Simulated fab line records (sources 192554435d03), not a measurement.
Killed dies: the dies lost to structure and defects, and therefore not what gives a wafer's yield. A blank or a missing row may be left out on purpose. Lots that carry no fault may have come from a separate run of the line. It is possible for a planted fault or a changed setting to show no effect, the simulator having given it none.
Code-filled problem report in 8D (eight disciplines) form    flow n5 finfet    the parts of the form that need people (team, actions taken, sign-off) are left out

== 1. WHAT WENT WRONG ==
bias w at N5_FIN_CUT_ETCH_21 reads a mean of 63.85 W on 3 wafers of 2 lots; wafers without a fault read 61.00 W with a standard deviation of 0.16. Relative to the usual mean, that is a shift of +18 standard deviations.
The step: etches SOC in N2/H2, target depth 219 nm, overetch 43.8 nm, time 523.5 s.
Seen first at day 5 07:04 on rie diel-01, wafer L833.3. The record holds 27 wafers of 9 lots with a number at this step. By rule, "out" or "out of limits" means more than 4 standard deviations away from the usual mean. The rest of the wafers with a number are treated as sound.

== 2. WHAT IT IS, WHAT IT ISN'T ==
question                     is                      is not
which readings at this step  bias w, rf vpp V        drypump motor current A, oes product au, showerhead plenum p Torr, throttle valve pct
which lots                   L833, L836              L822, L825, L828, L831, L832, L843, L844
which wafers of those lots   L833.3, L836.3, L836.6  L833.4, L833.5, L836.5
read on which tools          rie diel-01             rie diel-05, rie diel-06
when                         from day 5 07:04        up to then (17 sound wafers); but 7 sound wafers of L836, L843, L844 came after

== 3. THE SUSPECTS, EACH WITH WHAT RULES IT OUT ==
Counting: a tool at a process step up to the reading stays a suspect if it ran every lot that is out. Sound lots after the first of them don't rule it out here, since some wafers of a struck lot are sound.
- rie diel-01 at N5_FIN_CUT_ETCH_21 (etches SOC in N2/H2, target depth 219 nm, overetch 43.8 nm, time 523.5 s): kept. It processed each lot that is out (first: L833, day 5 07:04); up to then, its last sound lot is L831 (day 4 15:08). Its own readings are out on those wafers: bias w, rf vpp V.
- In rie diel-01 at N5_FIN_CUT_ETCH_21, the wafers that are out were processed in chamber 1 and their sound lot-mates in chambers 0, 2.
The count leaves rie diel-01 at N5_FIN_CUT_ETCH_21.

== 4. THE CAUSE (what the simulator had put in) ==
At N5_FIN_CUT_ETCH_21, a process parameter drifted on rie diel-01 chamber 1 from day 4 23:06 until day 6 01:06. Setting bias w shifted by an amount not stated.
After counting, this tool was the only one left.

== 5. SEQUENCE OF EFFECTS, ordered by route ==
Each row: a reading whose mean over the struck wafers that have a number lies more than 3 standard deviations from the usual. Readings are gone through only where the record gives a usual standard deviation; hours: the median, over the lots, of the time from a lot's start at the first step in this table giving one to that lot's start at this step; sigmas: the change measured in usual standard deviations.
hours  step                reading   usual    on struck wafers  change  sigmas
0      N5_FIN_CUT_ETCH_21  bias w    61.00 W  63.85             +2.85   +18
0      N5_FIN_CUT_ETCH_21  rf vpp V  240.8 V  248.1             +7.3    +5.2
Here are the process steps it includes:
- N5_FIN_CUT_ETCH_21: etches SOC in N2/H2, target depth 219 nm, overetch 43.8 nm, time 523.5 s.
At these later measuring or inspecting steps, every struck wafer for which the step has a row has a number for every such reading, and none has moved that far: N5_BEOL_M4_RC_MEAS_101.

== 6. HOW IT WOULD HAVE BEEN CAUGHT EARLIER ==
First out-of-limits reading in this record: day 5 07:04, which is 8 hours after fault onset at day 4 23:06.
